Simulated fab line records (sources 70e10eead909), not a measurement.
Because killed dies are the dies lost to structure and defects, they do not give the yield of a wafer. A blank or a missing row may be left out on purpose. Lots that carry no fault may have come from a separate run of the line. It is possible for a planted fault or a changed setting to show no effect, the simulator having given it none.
fab line records || flow nand_harc
record {"lots": 5, "wafers": 15, "last_day": 32}
route steps=1302 shown A_ONON_D1@428
lots untouched by any fault: they come from a run of this same line in which no faults occurred
start_h: hours from the record's opening day to when the first of the lot's shown wafers began || wait_h: hours from the lot's prior step to this one || " repeats the value in the row above || L1.1+2: several wafers, shown together as one row || - no value, or no start given || * or withheld: withheld || < > ~ a bound
route shown NAME@n: NAME is a module with steps in the file, n the number in the route of the first one || usual: mean/standard deviation taken from wafers without a fault || same: alike in all rows || chamber/n: place in a boat || sites: the reading at each site || _std_site: how widely they spread, as a standard deviation || _edge_site: the outer-site mean with the inner-site mean subtracted || radius_mm: for every site, how far away it sits from the centre of the wafer || mask NAME#n: copy n || behind: the tool/chamber that last shaped the wafer || hold: cause of the lot's hold/its duration in hours/its outcome || device: names the non-switching transistor (n, p or np) || end of line: the route-end tests of the same wafers || for a step that has no rows: nothing shown but its recipe || killed: at the first sort, the dies lost to defects and structure; wafer yield is something else || map: dies across one wafer; x = killed, . = not, _ = none there
set.NAME: the setting that was run; set.NAME@STEP: the one run at that earlier step || model.NAME: the simulator's own value behind a step, which no gauge read
lots at selected steps of the route; one table per step, one row per wafer
services: when a tool's chamber went out of use (start_h, in hours from the record's first day, below 0 if earlier), for how many hours, and the reason
## steps
# step NHARC_A_ONON_D1_DEP_06
# recipe {"target_thk_a": 10000, "n2_flow_sccm": 2750, "n2o_flow_sccm": 2000, "nh3_flow_sccm": 500, "sih4_flow_sccm": 210, "temp_c": 400}
# step NHARC_A_ONON_D1_THK_MEAS_08
# recipe {"thk_meas_gauge": "ellipsometry"}
# usual {"thk_nm": "1001/10"}
{"lot.wafer": "L300.3", "tool": "film_metro-01", "chamber": "-", "start_h": 226.51, "wait_h": "-", "thk_nm": 990}
{"lot.wafer": "L300.4", "tool": "film_metro-01", "chamber": "-", "start_h": 226.51, "wait_h": "-", "thk_nm": 988}
{"lot.wafer": "L300.6", "tool": "film_metro-01", "chamber": "-", "start_h": 226.51, "wait_h": "-", "thk_nm": 990}
{"lot.wafer": "L305.3", "tool": "film_metro-02", "chamber": "-", "start_h": 273.16, "wait_h": "-", "thk_nm": 1000}
{"lot.wafer": "L305.5", "tool": "film_metro-02", "chamber": "-", "start_h": 273.16, "wait_h": "-", "thk_nm": 999}
{"lot.wafer": "L305.6", "tool": "film_metro-02", "chamber": "-", "start_h": 273.16, "wait_h": "-", "thk_nm": 999}
{"lot.wafer": "L311.2", "tool": "film_metro-02", "chamber": "-", "start_h": 336.35, "wait_h": "-", "thk_nm": 981}
{"lot.wafer": "L311.3", "tool": "film_metro-02", "chamber": "-", "start_h": 336.35, "wait_h": "-", "thk_nm": 980}
{"lot.wafer": "L311.5", "tool": "film_metro-02", "chamber": "-", "start_h": 336.35, "wait_h": "-", "thk_nm": 981}
{"lot.wafer": "L312.2", "tool": "film_metro-02", "chamber": "-", "start_h": 340.43, "wait_h": "-", "thk_nm": 1013}
{"lot.wafer": "L312.5", "tool": "film_metro-02", "chamber": "-", "start_h": 340.43, "wait_h": "-", "thk_nm": 1010}
{"lot.wafer": "L312.6", "tool": "film_metro-02", "chamber": "-", "start_h": 340.43, "wait_h": "-", "thk_nm": 1012}
{"lot.wafer": "L313.2", "tool": "film_metro-02", "chamber": "-", "start_h": 350.82, "wait_h": "-", "thk_nm": 986}
{"lot.wafer": "L313.5", "tool": "film_metro-02", "chamber": "-", "start_h": 350.82, "wait_h": "-", "thk_nm": 984}
{"lot.wafer": "L313.6", "tool": "film_metro-02", "chamber": "-", "start_h": 350.82, "wait_h": "-", "thk_nm": 984}
# step NHARC_A_ONON_D1_DEP_09
# recipe {"target_thk_a": 10000, "n2_flow_sccm": 2750, "n2o_flow_sccm": 2000, "nh3_flow_sccm": 500, "sih4_flow_sccm": 210, "temp_c": 400}
# step NHARC_A_ONON_D1_THK_MEAS_11
# recipe {"thk_meas_gauge": "ellipsometry"}
# usual {"thk_nm": "1001/8.4"}
{"lot.wafer": "L300.3", "tool": "film_metro-01", "chamber": "-", "start_h": 227.08, "wait_h": "-", "thk_nm": 1007}
{"lot.wafer": "L300.4", "tool": "film_metro-01", "chamber": "-", "start_h": 227.08, "wait_h": "-", "thk_nm": 1007}
{"lot.wafer": "L300.6", "tool": "film_metro-01", "chamber": "-", "start_h": 227.08, "wait_h": "-", "thk_nm": 1007}
{"lot.wafer": "L305.3", "tool": "film_metro-02", "chamber": "-", "start_h": 273.73, "wait_h": "-", "thk_nm": 1002}
{"lot.wafer": "L305.5", "tool": "film_metro-02", "chamber": "-", "start_h": 273.73, "wait_h": "-", "thk_nm": 1003}
{"lot.wafer": "L305.6", "tool": "film_metro-02", "chamber": "-", "start_h": 273.73, "wait_h": "-", "thk_nm": 1002}
{"lot.wafer": "L311.2", "tool": "film_metro-02", "chamber": "-", "start_h": 336.91, "wait_h": "-", "thk_nm": 996}
{"lot.wafer": "L311.3", "tool": "film_metro-02", "chamber": "-", "start_h": 336.91, "wait_h": "-", "thk_nm": 997}
{"lot.wafer": "L311.5", "tool": "film_metro-02", "chamber": "-", "start_h": 336.91, "wait_h": "-", "thk_nm": 998}
{"lot.wafer": "L312.2", "tool": "film_metro-02", "chamber": "-", "start_h": 341.00, "wait_h": "-", "thk_nm": 1000}
{"lot.wafer": "L312.5", "tool": "film_metro-02", "chamber": "-", "start_h": 341.00, "wait_h": "-", "thk_nm": 1000}
{"lot.wafer": "L312.6", "tool": "film_metro-02", "chamber": "-", "start_h": 341.00, "wait_h": "-", "thk_nm": 1002}
{"lot.wafer": "L313.2", "tool": "film_metro-01", "chamber": "-", "start_h": 351.39, "wait_h": "-", "thk_nm": 997}
{"lot.wafer": "L313.5", "tool": "film_metro-01", "chamber": "-", "start_h": 351.39, "wait_h": "-", "thk_nm": 996}
{"lot.wafer": "L313.6", "tool": "film_metro-01", "chamber": "-", "start_h": 351.39, "wait_h": "-", "thk_nm": 997}
# step NHARC_A_ONON_D1_DEP_12
# recipe {"target_thk_a": 10000, "n2_flow_sccm": 2750, "n2o_flow_sccm": 2000, "nh3_flow_sccm": 500, "sih4_flow_sccm": 210, "temp_c": 400}
# step NHARC_A_ONON_D1_THK_MEAS_14
# recipe {"thk_meas_gauge": "ellipsometry"}
# usual {"thk_nm": "999/9.1"}
{"lot.wafer": "L300.3", "tool": "film_metro-01", "chamber": "-", "start_h": 227.67, "wait_h": "-", "thk_nm": 1006}
{"lot.wafer": "L300.4", "tool": "film_metro-01", "chamber": "-", "start_h": 227.67, "wait_h": "-", "thk_nm": 1007}
{"lot.wafer": "L300.6", "tool": "film_metro-01", "chamber": "-", "start_h": 227.67, "wait_h": "-", "thk_nm": 1008}
{"lot.wafer": "L305.3", "tool": "film_metro-02", "chamber": "-", "start_h": 274.43, "wait_h": "-", "thk_nm": 987}
{"lot.wafer": "L305.5", "tool": "film_metro-02", "chamber": "-", "start_h": 274.43, "wait_h": "-", "thk_nm": 988}
{"lot.wafer": "L305.6", "tool": "film_metro-02", "chamber": "-", "start_h": 274.43, "wait_h": "-", "thk_nm": 989}
{"lot.wafer": "L311.2", "tool": "film_metro-01", "chamber": "-", "start_h": 337.48, "wait_h": "-", "thk_nm": 985}
{"lot.wafer": "L311.3", "tool": "film_metro-01", "chamber": "-", "start_h": 337.48, "wait_h": "-", "thk_nm": 984}
{"lot.wafer": "L311.5", "tool": "film_metro-01", "chamber": "-", "start_h": 337.48, "wait_h": "-", "thk_nm": 983}
{"lot.wafer": "L312.2", "tool": "film_metro-01", "chamber": "-", "start_h": 341.57, "wait_h": "-", "thk_nm": 995}
{"lot.wafer": "L312.5", "tool": "film_metro-01", "chamber": "-", "start_h": 341.57, "wait_h": "-", "thk_nm": 995}
{"lot.wafer": "L312.6", "tool": "film_metro-01", "chamber": "-", "start_h": 341.57, "wait_h": "-", "thk_nm": 995}
{"lot.wafer": "L313.2", "tool": "film_metro-01", "chamber": "-", "start_h": 351.96, "wait_h": "-", "thk_nm": 1010}
{"lot.wafer": "L313.5", "tool": "film_metro-01", "chamber": "-", "start_h": 351.96, "wait_h": "-", "thk_nm": 1007}
{"lot.wafer": "L313.6", "tool": "film_metro-01", "chamber": "-", "start_h": 351.96, "wait_h": "-", "thk_nm": 1009}
# step NHARC_A_ONON_D1_ANNEAL_15
# recipe {"temp_c": 750, "time_s": 3600}
# step NHARC_A_ONON_D1_DEP_16
# recipe {"target_thk_a": 10000, "n2_flow_sccm": 2750, "n2o_flow_sccm": 2000, "nh3_flow_sccm": 500, "sih4_flow_sccm": 210, "temp_c": 400}
# step NHARC_A_ONON_D1_THK_MEAS_18
# recipe {"thk_meas_gauge": "ellipsometry"}
# usual {"thk_nm": "1001/11"}
{"lot.wafer": "L300.3", "tool": "film_metro-01", "chamber": "-", "start_h": 238.95, "wait_h": "-", "thk_nm": 1002}
{"lot.wafer": "L300.4", "tool": "film_metro-01", "chamber": "-", "start_h": 238.95, "wait_h": "-", "thk_nm": 1002}
{"lot.wafer": "L300.6", "tool": "film_metro-01", "chamber": "-", "start_h": 238.95, "wait_h": "-", "thk_nm": 1002}
{"lot.wafer": "L305.3", "tool": "film_metro-02", "chamber": "-", "start_h": 283.49, "wait_h": "-", "thk_nm": 991}
{"lot.wafer": "L305.5", "tool": "film_metro-02", "chamber": "-", "start_h": 283.49, "wait_h": "-", "thk_nm": 989}
{"lot.wafer": "L305.6", "tool": "film_metro-02", "chamber": "-", "start_h": 283.49, "wait_h": "-", "thk_nm": 991}
{"lot.wafer": "L311.2", "tool": "film_metro-02", "chamber": "-", "start_h": 345.06, "wait_h": "-", "thk_nm": 1004}
{"lot.wafer": "L311.3", "tool": "film_metro-02", "chamber": "-", "start_h": 345.06, "wait_h": "-", "thk_nm": 1003}
{"lot.wafer": "L311.5", "tool": "film_metro-02", "chamber": "-", "start_h": 345.06, "wait_h": "-", "thk_nm": 1002}
{"lot.wafer": "L312.2", "tool": "film_metro-02", "chamber": "-", "start_h": 349.37, "wait_h": "-", "thk_nm": 1007}
{"lot.wafer": "L312.5", "tool": "film_metro-02", "chamber": "-", "start_h": 349.37, "wait_h": "-", "thk_nm": 1006}
{"lot.wafer": "L312.6", "tool": "film_metro-02", "chamber": "-", "start_h": 349.37, "wait_h": "-", "thk_nm": 1006}
{"lot.wafer": "L313.2", "tool": "film_metro-01", "chamber": "-", "start_h": 361.66, "wait_h": "-", "thk_nm": 1017}
{"lot.wafer": "L313.5", "tool": "film_metro-01", "chamber": "-", "start_h": 361.66, "wait_h": "-", "thk_nm": 1018}
{"lot.wafer": "L313.6", "tool": "film_metro-01", "chamber": "-", "start_h": 361.66, "wait_h": "-", "thk_nm": 1018}
# step NHARC_A_ONON_D1_DEP_19
# recipe {"target_thk_a": 10000, "n2_flow_sccm": 2750, "n2o_flow_sccm": 2000, "nh3_flow_sccm": 500, "sih4_flow_sccm": 210, "temp_c": 400}
# step NHARC_A_ONON_D1_THK_MEAS_21
# recipe {"thk_meas_gauge": "ellipsometry"}
# usual {"thk_nm": "1000/7"}
{"lot.wafer": "L300.3", "tool": "film_metro-02", "chamber": "-", "start_h": 239.65, "wait_h": "-", "thk_nm": 995}
{"lot.wafer": "L300.4", "tool": "film_metro-02", "chamber": "-", "start_h": 239.65, "wait_h": "-", "thk_nm": 994}
{"lot.wafer": "L300.6", "tool": "film_metro-02", "chamber": "-", "start_h": 239.65, "wait_h": "-", "thk_nm": 997}
{"lot.wafer": "L305.3", "tool": "film_metro-02", "chamber": "-", "start_h": 284.06, "wait_h": "-", "thk_nm": 1006}
{"lot.wafer": "L305.5", "tool": "film_metro-02", "chamber": "-", "start_h": 284.06, "wait_h": "-", "thk_nm": 1006}
{"lot.wafer": "L305.6", "tool": "film_metro-02", "chamber": "-", "start_h": 284.06, "wait_h": "-", "thk_nm": 1008}
{"lot.wafer": "L311.2", "tool": "film_metro-02", "chamber": "-", "start_h": 345.63, "wait_h": "-", "thk_nm": 1006}
{"lot.wafer": "L311.3", "tool": "film_metro-02", "chamber": "-", "start_h": 345.63, "wait_h": "-", "thk_nm": 1006}
{"lot.wafer": "L311.5", "tool": "film_metro-02", "chamber": "-", "start_h": 345.63, "wait_h": "-", "thk_nm": 1008}
{"lot.wafer": "L312.2", "tool": "film_metro-01", "chamber": "-", "start_h": 349.94, "wait_h": "-", "thk_nm": 992}
{"lot.wafer": "L312.5", "tool": "film_metro-01", "chamber": "-", "start_h": 349.94, "wait_h": "-", "thk_nm": 992}
{"lot.wafer": "L312.6", "tool": "film_metro-01", "chamber": "-", "start_h": 349.94, "wait_h": "-", "thk_nm": 991}
{"lot.wafer": "L313.2", "tool": "film_metro-02", "chamber": "-", "start_h": 362.22, "wait_h": "-", "thk_nm": 999}
{"lot.wafer": "L313.5", "tool": "film_metro-02", "chamber": "-", "start_h": 362.22, "wait_h": "-", "thk_nm": 999}
{"lot.wafer": "L313.6", "tool": "film_metro-02", "chamber": "-", "start_h": 362.22, "wait_h": "-", "thk_nm": 995}
# step NHARC_A_ONON_D1_DEP_22
# recipe {"target_thk_a": 10000, "n2_flow_sccm": 2750, "n2o_flow_sccm": 2000, "nh3_flow_sccm": 500, "sih4_flow_sccm": 210, "temp_c": 400}
{"lot.wafer": "L300.3+4+6", "tool": "pecvd_onon-01", "chamber": 0, "start_h": 239.82, "wait_h": 0.2}
{"lot.wafer": "L305.3+5+6", "tool": "pecvd_onon-04", "chamber": 0, "start_h": 284.23, "wait_h": 0.2}
{"lot.wafer": "L311.2+3+5", "tool": "pecvd_onon-04", "chamber": 0, "start_h": 345.74, "wait_h": 0.1}
{"lot.wafer": "L312.2+5+6", "tool": "pecvd_onon-01", "chamber": 0, "start_h": 350.05, "wait_h": 0.1}
{"lot.wafer": "L313.2+5+6", "tool": "pecvd_onon-01", "chamber": 0, "start_h": 362.34, "wait_h": 0.1}
# step NHARC_A_ONON_D1_THK_MEAS_24
# recipe {"thk_meas_gauge": "ellipsometry"}
# usual {"thk_nm": "999/7.2"}
{"lot.wafer": "L300.3", "tool": "film_metro-02", "chamber": "-", "start_h": 240.22, "wait_h": "-", "thk_nm": 991}
{"lot.wafer": "L300.4", "tool": "film_metro-02", "chamber": "-", "start_h": 240.22, "wait_h": "-", "thk_nm": 688}
{"lot.wafer": "L300.6", "tool": "film_metro-02", "chamber": "-", "start_h": 240.22, "wait_h": "-", "thk_nm": 989}
{"lot.wafer": "L305.3", "tool": "film_metro-02", "chamber": "-", "start_h": 284.63, "wait_h": "-", "thk_nm": 1006}
{"lot.wafer": "L305.5", "tool": "film_metro-02", "chamber": "-", "start_h": 284.63, "wait_h": "-", "thk_nm": 1004}
{"lot.wafer": "L305.6", "tool": "film_metro-02", "chamber": "-", "start_h": 284.63, "wait_h": "-", "thk_nm": 1004}
{"lot.wafer": "L311.2", "tool": "film_metro-01", "chamber": "-", "start_h": 346.20, "wait_h": "-", "thk_nm": 994}
{"lot.wafer": "L311.3", "tool": "film_metro-01", "chamber": "-", "start_h": 346.20, "wait_h": "-", "thk_nm": 996}
{"lot.wafer": "L311.5", "tool": "film_metro-01", "chamber": "-", "start_h": 346.20, "wait_h": "-", "thk_nm": 995}
{"lot.wafer": "L312.2", "tool": "film_metro-02", "chamber": "-", "start_h": 350.50, "wait_h": "-", "thk_nm": 997}
{"lot.wafer": "L312.5", "tool": "film_metro-02", "chamber": "-", "start_h": 350.50, "wait_h": "-", "thk_nm": 995}
{"lot.wafer": "L312.6", "tool": "film_metro-02", "chamber": "-", "start_h": 350.50, "wait_h": "-", "thk_nm": 997}
{"lot.wafer": "L313.2", "tool": "film_metro-02", "chamber": "-", "start_h": 362.79, "wait_h": "-", "thk_nm": 1006}
{"lot.wafer": "L313.5", "tool": "film_metro-02", "chamber": "-", "start_h": 362.79, "wait_h": "-", "thk_nm": 1004}
{"lot.wafer": "L313.6", "tool": "film_metro-02", "chamber": "-", "start_h": 362.79, "wait_h": "-", "thk_nm": 1004}
# step NHARC_A_ONON_D1_DEP_25
# recipe {"target_thk_a": 10000, "n2_flow_sccm": 2750, "n2o_flow_sccm": 2000, "nh3_flow_sccm": 500, "sih4_flow_sccm": 210, "temp_c": 400}
## services
{"tool": "pecvd_onon-01", "chamber": "-", "start_h": 269.16, "hours": 13.0, "kind": "pm"}
{"tool": "pecvd_onon-04", "chamber": "-", "start_h": 311.00, "hours": 13.0, "kind": "pm"}
## key
first_sign {"step": "NHARC_A_ONON_D1_THK_MEAS_24", "reading": "thk_nm", "direction": "down", "sigmas": 43, "usual": 999, "struck": 688}
effect none on later readings
met_at NHARC_A_ONON_D1_DEP_22
struck_wafers L300.4
later_rows_left_out L300.4
sort_left_out L300.4
tester_left_out L300
fault {"kind": "process_parameter_drift", "tool": "pecvd_onon-01", "chamber": "-", "onset_h": 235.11, "steps": "NHARC_A_ONON_D1_DEP_22", "channel": "target_thk_a", "offset": "*", "shape": "step", "end_h": 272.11, "scope": "struck_wafers_only", "acts_in": "*", "stated": "*"}
# tester_left_out: of these lots the tester's yield and bins aren't shown, on N5 and GAA mostly nor the transistor test; their killed dies are dies lost to structure and defects alone, not to doping, threshold or leakage, so they don't give the yield
# sort_left_out: the simulated sort isn't trusted on such a fault, so these wafers' sort isn't shown, and their yield isn't known
# later_rows_left_out: the simulator's readings of these wafers behind a module that went badly wrong aren't trusted and aren't shown, but for the sort
